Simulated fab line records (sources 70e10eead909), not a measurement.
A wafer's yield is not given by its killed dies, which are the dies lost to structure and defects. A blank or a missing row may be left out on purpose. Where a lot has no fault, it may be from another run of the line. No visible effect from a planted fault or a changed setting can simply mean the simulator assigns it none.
fab line records	flow nand-harc	part 1 of 2: steps 1 to 27 of 39
record lots=5	wafers=15	last-day=29
route steps=1302 shown A_ZERO_WELL@395 A_SOURCE_PLATE@413 A_ONON_D1@424
lots that met no fault: from a run of the same line without faults
start-h: hours from the record's opening day to when the first of the lot's shown wafers began	wait-h: hours since the lot's step before	" the same as in the row above	L1.1+2: a row that stands for several wafers	- no value, or no start was given	* or withheld: withheld	< > ~ a bound
route shown NAME@n: NAME is a module with steps in the file, n the number in the route of the first one	usual: the fault-free wafers' mean and standard deviation	same: alike in all rows	chamber/n: place in a boat	sites: each site's reading	_std_site: the values' standard deviation	_edge_site: inner sites' mean taken away from outer sites' mean	radius-mm: how far each site lies from the wafer's centre	mask NAME#n: copy n	behind: tool/chamber where the wafer was last shaped	hold: what put the lot on hold/how long, in hours/how the hold closed	device: names the non-switching transistor (n, p or np)	end of line: at the end of the route, the tests of the same wafers	for a step that has no rows: nothing shown but its recipe	killed: dies lost to structure and defects at the first sort, not the wafer's yield	map: dies across one wafer; x = killed, . = not, _ = none there
set.NAME: the run value of the setting; set.NAME@STEP: its run value at that earlier step	model.NAME: the simulator's own value behind a step, which no gauge read
lots at selected steps of the route; one table per step, one row per wafer
services: a tool's chamber out of use, with start hour (start-h, from the record's first day; less than 0 if before it), hours out, and reason
## steps
# step NHARC_A_ZERO_WELL_COAT_04
# recipe spin-rpm=2000	resist-thk-nm=600
# usual dispense-pressure-kPa=54.7/0.65
lot.wafer	tool	chamber	start-h	wait-h	dispense-pressure-kPa
L076.2	litho-track-05	0	-	-	55.0
L076.4	"	0	"	"	54.9
L076.5	"	0	"	"	55.0
L081.4	litho-track-07	0	-	-	55.0
L081.5	"	0	"	"	55.1
L081.6	"	0	"	"	55.0
L082.1	litho-track-05	0	-	-	55.0
L082.2	"	0	"	"	55.0
L082.3	"	0	"	"	54.9
L085.2	litho-track-07	0	-	-	55.0
L085.3	"	0	"	"	55.0
L085.5	"	0	"	"	55.0
L087.2	litho-track-05	0	-	-	55.0
L087.5	"	0	"	"	55.0
L087.6	"	0	"	"	55.0
# step NHARC_A_ZERO_WELL_SOFTBAKE_05
# recipe temp-c=125	time-s=70
# usual heater-power-total-W=200.9/1.3
lot.wafer	tool	chamber	start-h	wait-h	heater-power-total-W
L076.2	litho-track-05	0	-	-	199.6
L076.4	"	0	"	"	198.8
L076.5	"	0	"	"	199.5
L081.4	litho-track-07	0	-	-	201.3
L081.5	"	0	"	"	200.3
L081.6	"	0	"	"	202.7
L082.1	litho-track-05	0	-	-	202.6
L082.2	"	0	"	"	200.2
L082.3	"	0	"	"	199.7
L085.2	litho-track-07	0	-	-	199.6
L085.3	"	0	"	"	202.6
L085.5	"	0	"	"	202.5
L087.2	litho-track-05	0	-	-	202.5
L087.5	"	0	"	"	201.9
L087.6	"	0	"	"	202.1
# step NHARC_A_ZERO_WELL_EBR_06
lot.wafer	tool	chamber	start-h	wait-h
L076.2+4+5	litho-track-05	0	-	-
L081.4+5+6	litho-track-07	0	-	-
L082.1+2+3	litho-track-05	0	-	-
L085.2+3+5	litho-track-07	0	-	-
L087.2+5+6	litho-track-05	0	-	-
# step NHARC_A_ZERO_WELL_EXPOSE_07
# recipe na=0.55	dose-mj=33.85	mask-id=A_ZERO
# usual exposure-dose-mJ-cm2=33.81/0.038
lot.wafer	tool	chamber	start-h	wait-h	mask	exposure-dose-mJ-cm2
L076.2	krf-scanner-02	0	162.27	-	A_ZERO#0	33.74
L076.4	"	0	"	"	A_ZERO#0	33.81
L076.5	"	0	"	"	A_ZERO#0	33.80
L081.4	krf-scanner-03	0	216.96	-	A_ZERO#0	33.83
L081.5	"	0	"	"	A_ZERO#0	33.78
L081.6	"	0	"	"	A_ZERO#0	33.82
L082.1	krf-scanner-03	0	217.52	-	A_ZERO#0	33.87
L082.2	"	0	"	"	A_ZERO#0	33.83
L082.3	"	0	"	"	A_ZERO#0	33.83
L085.2	krf-scanner-03	0	248.22	-	A_ZERO#0	33.84
L085.3	"	0	"	"	A_ZERO#0	33.80
L085.5	"	0	"	"	A_ZERO#0	33.82
L087.2	krf-scanner-03	0	280.28	-	A_ZERO#0	33.81
L087.5	"	0	"	"	A_ZERO#0	33.79
L087.6	"	0	"	"	A_ZERO#0	33.80
# step NHARC_A_ZERO_WELL_PEB_08
# recipe peb-temp-c=128	peb-time-s=80
# usual heater-power-total-W=189.9/0.78
lot.wafer	tool	chamber	start-h	wait-h	heater-power-total-W
L076.2	litho-track-03	0	162.33	0.1	190.7
L076.4	"	0	"	"	190.4
L076.5	"	0	"	"	190.6
L081.4	litho-track-03	0	217.01	0.0	189.6
L081.5	"	0	"	"	189.5
L081.6	"	0	"	"	188.6
L082.1	litho-track-05	0	217.58	0.1	188.9
L082.2	"	0	"	"	189.0
L082.3	"	0	"	"	189.2
L085.2	litho-track-03	0	248.28	0.1	189.9
L085.3	"	0	"	"	190.3
L085.5	"	0	"	"	190.1
L087.2	litho-track-07	0	280.34	0.1	190.9
L087.5	"	0	"	"	190.2
L087.6	"	0	"	"	190.8
# step NHARC_A_ZERO_WELL_DEVELOP_09
# recipe time-s=50	dev-temp-c=22
lot.wafer	tool	chamber	start-h	wait-h
L076.2+4+5	litho-track-03	0	-	-
L081.4+5+6	litho-track-03	0	-	-
L082.1+2+3	litho-track-05	0	-	-
L085.2+3+5	litho-track-03	0	-	-
L087.2+5+6	litho-track-07	0	-	-
# step NHARC_A_ZERO_WELL_CD_MEAS_10
# recipe target-cd-nm=2000	landing-energy-ev=500
# usual cd-nm=2000.9/2.5
lot.wafer	tool	chamber	start-h	wait-h	cd-nm
L076.2	cd-sem-01	0	162.42	-	2002.9
L076.4	"	0	"	"	1999.4
L076.5	"	0	"	"	1998.5
L081.4	cd-sem-01	0	217.10	-	2001.4
L081.5	"	0	"	"	2005.0
L081.6	"	0	"	"	2001.0
L082.1	cd-sem-01	0	217.67	-	2002.9
L082.2	"	0	"	"	2004.2
L082.3	"	0	"	"	2005.8
L085.2	cd-sem-03	0	248.36	-	1998.7
L085.3	"	0	"	"	2001.1
L085.5	"	0	"	"	1999.5
L087.2	cd-sem-02	0	280.43	-	2000.8
L087.5	"	0	"	"	1997.5
L087.6	"	0	"	"	2002.9
# step NHARC_A_ZERO_WELL_HARDBAKE_11
# recipe temp-c=118	time-s=65
# usual heater-power-total-W=195.7/0.37
lot.wafer	tool	chamber	start-h	wait-h	heater-power-total-W
L076.2	litho-track-05	0	162.49	-	196.2
L076.4	"	0	"	"	195.2
L076.5	"	0	"	"	195.6
L081.4	litho-track-03	0	217.18	-	195.7
L081.5	"	0	"	"	195.7
L081.6	"	0	"	"	196.1
L082.1	litho-track-05	0	217.75	-	196.1
L082.2	"	0	"	"	195.5
L082.3	"	0	"	"	196.0
L085.2	litho-track-07	0	248.44	-	195.6
L085.3	"	0	"	"	195.4
L085.5	"	0	"	"	195.8
L087.2	litho-track-05	0	280.51	-	196.2
L087.5	"	0	"	"	195.2
L087.6	"	0	"	"	196.1
# step NHARC_A_ZERO_WELL_DESCUM_12
# recipe time-s=3	o2-flow-sccm=200	ar-flow-sccm=0	bias-power-w=0	chemistry=O2
# usual drypump-motor-current-A=5.8/0.36	oes-product-au=1.004/0.014	rf-vpp-V=57.7/0.91	showerhead-plenum-p-Torr=1.89/0.088	throttle-valve-pct=11.312/0.0089
lot.wafer	tool	chamber	start-h	wait-h	drypump-motor-current-A	oes-product-au	rf-hours-counter-h	rf-vpp-V	showerhead-plenum-p-Torr	throttle-valve-pct
L076.2	rie-diel-05	2	162.57	-	6.0	1.001	3	57.6	1.89	11.320
L076.5	"	2	"	"	6.1	1.000	-	58.0	1.89	11.321
L076.4	"	0	"	"	5.5	1.035	-	57.0	1.82	11.335
L081.4	rie-diel-13	2	217.28	-	6.4	0.998	7	57.7	1.85	11.301
L081.5	"	3	"	"	5.5	1.004	-	57.6	1.84	11.308
L081.6	"	0	"	"	5.0	1.004	-	57.2	1.79	11.304
L082.1	rie-diel-13	0	217.82	-	5.0	1.008	6	58.0	1.79	11.303
L082.3	"	2	"	"	6.4	0.995	7	56.8	1.85	11.312
L082.2	"	3	"	"	5.5	1.006	6	55.2	1.84	11.305
L085.3	rie-diel-05	1	248.52	-	6.0	1.007	0	55.3	1.91	11.317
L085.2	"	3	"	"	6.0	0.983	0	58.1	2.06	11.311
L085.5	"	2	"	"	6.0	1.003	-	58.1	1.89	11.318
L087.2	rie-diel-13	2	280.60	-	6.4	0.986	19	56.0	1.85	11.317
L087.5	"	0	"	"	5.0	1.010	-	57.4	1.78	11.316
L087.6	"	1	"	"	6.2	0.967	-	57.1	1.78	11.310
# step NHARC_A_ZERO_WELL_ETCH_19
# recipe target-depth-a=800	overetch-a=240	time-s=87.88	ion-energy-ev=200	n2-flow-sccm=150	h2-flow-sccm=150	ar-flow-sccm=0	rf-w=400	bias-w=150	chemistry=N2/H2
# usual drypump-motor-current-A=5.8/0.37	oes-product-au=1.002/0.016	rf-vpp-V=429.7/2.8	showerhead-plenum-p-Torr=2.02/0.097	throttle-valve-pct=14.171/0.0094
lot.wafer	tool	chamber	start-h	wait-h	drypump-motor-current-A	oes-product-au	rf-hours-counter-h	rf-vpp-V	showerhead-plenum-p-Torr	throttle-valve-pct
L076.2	rie-diel-05	3	162.69	0.1	6.1	0.995	3	435.7	2.20	14.176
L076.5	"	2	"	"	6.1	1.003	-	428.9	2.01	14.151
L076.4	"	3	"	"	6.1	1.007	-	434.3	2.20	14.162
L081.4	rie-diel-13	0	217.34	0.1	5.0	1.006	6	426.9	1.90	14.174
L081.6	"	0	"	"	5.0	1.004	-	426.9	1.90	14.180
L081.5	"	1	"	"	6.2	0.986	-	427.6	1.90	14.179
L082.1	rie-diel-13	2	217.92	0.1	6.4	0.989	8	430.1	1.97	14.172
L082.2	"	3	"	"	5.5	1.004	6	429.0	1.95	14.160
L082.3	"	0	"	"	5.0	1.007	6	426.0	1.90	14.172
L085.3	rie-diel-05	0	248.63	0.1	5.6	1.023	0	428.5	1.94	14.183
L085.2	"	2	"	"	6.0	1.006	0	430.8	2.01	14.169
L085.5	"	1	"	"	6.0	1.008	-	430.2	2.03	14.169
L087.2	rie-diel-13	3	280.69	0.1	5.5	1.006	20	429.4	1.95	14.184
L087.6	"	0	"	"	5.0	0.998	-	425.8	1.90	14.177
L087.5	"	1	"	"	6.2	0.976	-	425.6	1.89	14.163
# step NHARC_A_ZERO_WELL_ETCH_13
# recipe target-depth-a=1200	time-s=40.1	hbr-flow-sccm=150	cl2-flow-sccm=50	rf-w=400	icp-w=400	bias-w=100	chemistry=HBr/Cl2
# usual drypump-motor-current-A=5.6/0.43	hbr-flow-sccm=150.0/0.47	oes-product-au=0.999/0.014	throttle-valve-pct=26.405/0.009
lot.wafer	tool	chamber	start-h	wait-h	drypump-motor-current-A	hbr-flow-sccm	oes-product-au	rf-hours-counter-h	throttle-valve-pct
L076.4	rie-si-06	3	162.80	-	6.0	150.7	1.016	0.52	26.397
L076.2	"	2	"	"	5.9	150.0	0.992	0.47	26.412
L076.5	"	3	"	"	6.0	149.9	1.000	-	26.414
L081.4	rie-si-06	3	217.50	-	6.0	149.9	1.020	0.96	26.412
L081.6	"	0	"	"	5.5	150.3	0.989	-	26.405
L081.5	"	1	"	"	4.8	150.1	1.025	-	26.393
L082.2	rie-si-05	3	218.03	-	5.5	150.8	0.992	0.48	26.411
L082.3	"	0	"	"	4.9	150.4	0.976	0.47	26.392
L082.1	"	1	"	"	5.7	150.4	1.010	0.49	26.399
L085.3	rie-si-06	1	248.76	-	4.8	150.3	1.016	1.04	26.406
L085.2	"	2	"	"	5.9	150.0	0.997	1.00	26.393
L085.5	"	1	"	"	4.8	150.7	1.015	-	26.407
L087.2	rie-si-06	1	280.80	-	4.8	149.3	1.012	0.22	26.398
L087.6	"	0	"	"	5.5	150.0	0.991	-	26.396
L087.5	"	1	"	"	4.8	150.6	1.010	-	26.415
# step NHARC_A_ZERO_WELL_STRIP_14
# recipe time-s=900	temp-c=130	chemistry=SPM
lot.wafer	tool	chamber	start-h	wait-h
L076.2+5+4	wet-bench-01	1,4,5	162.95	-
L081.4+6+5	wet-bench-01	4,6,0	217.61	-
L082.2+3+1	wet-bench-07	6,7,3	218.18	-
L085.2+5+3	wet-bench-07	1,3,4	248.90	-
L087.5+6+2	wet-bench-07	6,0,2	280.94	-
# step NHARC_A_ZERO_WELL_IMPLANT_15
# recipe energy-kev=150	dose-cm2=1e+13	tilt-deg=7
# usual beam-energy-keV=150.00/0.049	faraday-current-uA=126.9/2.4
lot.wafer	tool	chamber	start-h	wait-h	beam-energy-keV	faraday-current-uA
L076.2	implanter-02	0	163.38	0.1	149.98	126.3
L076.4	"	0	"	"	150.03	129.2
L076.5	"	0	"	"	150.05	127.4
L081.4	implanter-02	0	218.10	0.1	149.98	127.9
L081.5	"	0	"	"	150.01	125.7
L081.6	"	0	"	"	149.96	126.1
L082.1	implanter-02	0	218.58	0.1	149.97	126.0
L082.2	"	0	"	"	150.00	125.9
L082.3	"	0	"	"	150.01	124.8
L085.2	implanter-02	0	249.33	0.1	149.99	127.2
L085.3	"	0	"	"	150.00	130.6
L085.5	"	0	"	"	149.98	126.2
L087.2	implanter-02	0	281.37	0.1	149.99	125.5
L087.5	"	0	"	"	150.00	121.7
L087.6	"	0	"	"	149.88	126.8
# step NHARC_A_ZERO_WELL_PRECLEAN_22
# recipe time-s=60	temp-c=50	bath-age-min=0	chemistry=SC1
# usual diw-flow-mL-min=1415/4.3	h2o2-flow-mL-min=56.59/0.18
lot.wafer	tool	chamber	start-h	wait-h	diw-flow-mL-min	h2o2-flow-mL-min
L076.5	wet-bench-01	2	163.57	0.1	1408	56.46
L076.4	"	4	"	"	1421	56.76
L076.2	"	5	"	"	1418	56.91
L081.5	wet-bench-01	2	218.22	0.1	1417	56.92
L081.6	"	4	"	"	1414	56.53
L081.4	"	5	"	"	1417	56.38
L082.2	wet-bench-02	3	218.79	0.2	1417	56.89
L082.1	"	4	"	"	1416	56.61
L082.3	"	7	"	"	1419	56.63
L085.2	wet-bench-07	1	249.52	0.2	1414	56.55
L085.3	"	5	"	"	1407	56.68
L085.5	"	6	"	"	1408	56.99
L087.2	wet-bench-07	4	281.56	0.2	1411	56.31
L087.5	"	0	"	"	1416	56.66
L087.6	"	1	"	"	1420	56.35
# step NHARC_A_ZERO_WELL_SRD_23
lot.wafer	tool	chamber	start-h	wait-h
L076.5+4+2	wet-bench-01	2,4,5	-	-
L081.5+6+4	wet-bench-01	2,4,5	-	-
L082.2+1+3	wet-bench-02	3,4,7	-	-
L085.2+3+5	wet-bench-07	1,5,6	-	-
L087.2+5+6	wet-bench-07	4,0,1	-	-
# step NHARC_A_ZERO_WELL_RTA_16
# recipe temp-c=1000	time-s=10
# usual lamp-power-pct=28.2/1.4	lamp_zone_5_pct=28.2/1.4	wafer_temp_C_max=1006.1/2
lot.wafer	tool	chamber	start-h	wait-h	lamp-power-pct	lamp_zone_5_pct	wafer_temp_C_max
L076.2	rtp-anneal-02	0	163.73	-	27.0	27.0	1005.9
L076.4	"	0	"	"	27.0	27.0	1004.8
L076.5	"	0	"	"	27.0	27.0	1003.6
L081.4	rtp-anneal-01	0	218.44	-	29.8	29.9	1010.0
L081.5	"	0	"	"	29.8	29.8	1008.6
L081.6	"	0	"	"	29.9	29.9	1008.9
L082.1	rtp-anneal-02	0	218.93	-	27.0	27.0	1002.7
L082.2	"	0	"	"	27.0	27.0	1004.3
L082.3	"	0	"	"	27.0	27.0	1004.4
L085.2	rtp-anneal-01	0	249.69	-	29.9	29.8	1008.4
L085.3	"	0	"	"	29.9	29.8	1006.5
L085.5	"	0	"	"	29.9	29.8	1008.0
L087.2	rtp-anneal-02	0	281.72	-	27.0	27.0	1006.0
L087.5	"	0	"	"	26.9	27.0	1006.1
L087.6	"	0	"	"	27.0	27.0	1004.1
# step NHARC_A_ZERO_WELL_INSPECT_17
# usual raw-defect-count=11/5.7
lot.wafer	tool	chamber	start-h	wait-h	raw-defect-count
L076.2	defect-inspect-02	-	163.90	0.1	7
L076.4	"	-	"	"	6
L076.5	"	-	"	"	11
L081.4	defect-inspect-02	-	218.55	0.1	11
L081.5	"	-	"	"	5
L081.6	"	-	"	"	6
L082.1	defect-inspect-01	-	219.13	0.2	6
L082.2	"	-	"	"	13
L082.3	"	-	"	"	21
L085.2	defect-inspect-02	-	249.86	0.1	6
L085.3	"	-	"	"	18
L085.5	"	-	"	"	7
L087.2	defect-inspect-02	-	281.89	0.1	12
L087.5	"	-	"	"	13
L087.6	"	-	"	"	12
# step NHARC_A_SOURCE_PLATE_PRECLEAN_00
# recipe time-s=60	chemistry=HF-LAST
lot.wafer	tool	chamber	start-h	wait-h
L076.4+5+2	wet-bench-04	0,1,2	163.96	0.1
L081.6+4+5	wet-bench-04	2,3,4	218.61	0.1
L082.2+3+1	wet-bench-09	3,5,6	219.18	0.1
L085.5+2+3	wet-bench-09	3,4,7	249.91	0.0
L087.2+5+6	wet-bench-05	5,0,2	281.94	0.0
# step NHARC_A_SOURCE_PLATE_SRD_01
lot.wafer	tool	chamber	start-h	wait-h
L076.4+5+2	wet-bench-04	0,1,2	-	-
L081.6+4+5	wet-bench-04	2,3,4	218.67	0.0
L082.2+3+1	wet-bench-09	3,5,6	-	-
L085.5+2+3	wet-bench-09	3,4,7	-	-
L087.2+5+6	wet-bench-05	5,0,2	-	-
# step NHARC_A_SOURCE_PLATE_OXIDE_02
# recipe target-thk-a=100	temp-c=900	ox-time-s=1362	material=SiO2
lot.wafer	tool	chamber	start-h	wait-h
L076.2+4+5	furnace-07	0	166.65	-
L081.4+5+6	furnace-07	0	222.15	3.5
L082.1+2+3	furnace-07	0	222.15	-
L085.2+3+5	furnace-01	0	253.10	-
L087.2+5+6	furnace-01	0	284.83	-
# step NHARC_A_SOURCE_PLATE_THK_MEAS_09
# recipe thk-meas-gauge=ellipsometry
# usual thk-nm=9.8/1.2
lot.wafer	tool	chamber	start-h	wait-h	thk-nm
L076.2	film-metro-02	-	170.71	0.4	9.2
L076.4	"	-	"	"	8.7
L076.5	"	-	"	"	8.9
L082.1	film-metro-01	-	226.18	0.4	9.7
L082.2	"	-	"	"	10.2
L082.3	"	-	"	"	9.0
L081.4	film-metro-02	-	226.18	0.4	9.0
L081.5	"	-	"	"	8.5
L081.6	"	-	"	"	9.3
L085.2	film-metro-01	-	257.09	0.4	10.3
L085.3	"	-	"	"	9.0
L085.5	"	-	"	"	10.2
L087.2	film-metro-01	-	288.86	0.4	9.8
L087.5	"	-	"	"	10.4
L087.6	"	-	"	"	10.2
# step NHARC_A_SOURCE_PLATE_PVD_04
# recipe target-thk-a=500	material=WSi2
lot.wafer	tool	chamber	start-h	wait-h
L076.2+4+5	pvd-sputter-02	-	170.78	0.1
L082.1+3+2	pvd-sputter-02	-	226.23	0.1
L081.4+6+5	pvd-sputter-03	-	226.27	0.1
L085.3+2+5	pvd-sputter-02	-	257.17	0.1
L087.2+6+5	pvd-sputter-01	-	288.94	0.1
# step NHARC_A_SOURCE_PLATE_CVD_03
# recipe target-thk-a=2000	temp-c=620	pressure-mtorr=200	time-s=4000	material=poly-Si
lot.wafer	tool	chamber	start-h	wait-h
L076.2+4+5	lpcvd-poly-03	0	173.28	-
L081.4+5+6	lpcvd-poly-03	0	228.75	-
L082.1+2+3	lpcvd-poly-03	0	228.75	-
L085.2+3+5	lpcvd-poly-01	0	259.57	-
L087.2+5+6	lpcvd-poly-03	0	291.43	-
# step NHARC_A_SOURCE_PLATE_ANNEAL_05
# recipe temp-c=850	time-s=1800
lot.wafer	tool	chamber	start-h	wait-h
L076.2+4+5	furnace-01	0	183.44	7.1
L081.4+5+6	furnace-05	0	235.26	3.5
L082.1+2+3	furnace-05	0	235.26	3.5
L085.2+3+5	furnace-01	0	266.13	3.4
L087.2+5+6	furnace-07	0	297.43	2.9
# step NHARC_A_SOURCE_PLATE_THK_MEAS_06
# recipe thk-meas-gauge=ellipsometry
# usual thk-nm=199.4/2.1
lot.wafer	tool	chamber	start-h	wait-h	thk-nm
L076.2	film-metro-02	-	187.29	0.4	200.6
L076.4	"	-	"	"	200.2
L076.5	"	-	"	"	198.4
L082.1	film-metro-01	-	239.18	0.4	198.0
L082.2	"	-	"	"	198.6
L082.3	"	-	"	"	198.9
L081.4	film-metro-02	-	239.19	0.4	202.8
L081.5	"	-	"	"	203.7
L081.6	"	-	"	"	203.6
L085.2	film-metro-01	-	270.06	0.4	202.0
L085.3	"	-	"	"	201.9
L085.5	"	-	"	"	200.6
L087.2	film-metro-02	-	301.32	0.4	198.5
L087.5	"	-	"	"	200.1
L087.6	"	-	"	"	197.9
# step NHARC_A_SOURCE_PLATE_INSPECT_08
# usual raw-defect-count=56/26
lot.wafer	tool	chamber	start-h	wait-h	raw-defect-count
L076.2	defect-inspect-02	-	187.38	0.0	35
L076.4	"	-	"	"	38
L076.5	"	-	"	"	50
L082.1	defect-inspect-02	-	239.27	0.0	97
L082.2	"	-	"	"	62
L082.3	"	-	"	"	63
L081.4	defect-inspect-01	-	239.27	0.0	32
L081.5	"	-	"	"	62
L081.6	"	-	"	"	25
L085.2	defect-inspect-02	-	270.15	0.0	71
L085.3	"	-	"	"	76
L085.5	"	-	"	"	69
L087.2	defect-inspect-01	-	301.38	0.0	29
L087.5	"	-	"	"	55
L087.6	"	-	"	"	38
# step NHARC_A_ONON_D1_DEP_00
# recipe target-thk-a=10000	n2-flow-sccm=2750	n2o-flow-sccm=2000	nh3-flow-sccm=500	sih4-flow-sccm=210	temp-c=400
# usual n2o-flow-sccm=1999/5.7
lot.wafer	tool	chamber	start-h	wait-h	n2o-flow-sccm
L076.2	pecvd-onon-04	0	187.50	0.1	2006
L076.4	"	0	"	"	1998
L076.5	"	0	"	"	1997
L082.1	pecvd-onon-04	0	239.34	0.1	1993
L082.2	"	0	"	"	2006
L082.3	"	0	"	"	1996
L081.4	pecvd-onon-02	0	239.71	0.4	2010
L081.5	"	0	"	"	2002
L081.6	"	0	"	"	2001
L085.2	pecvd-onon-03	0	270.27	0.1	1988
L085.3	"	0	"	"	1994
L085.5	"	0	"	"	1997
L087.2	pecvd-onon-02	0	301.50	0.1	1997
L087.5	"	0	"	"	1994
L087.6	"	0	"	"	1995
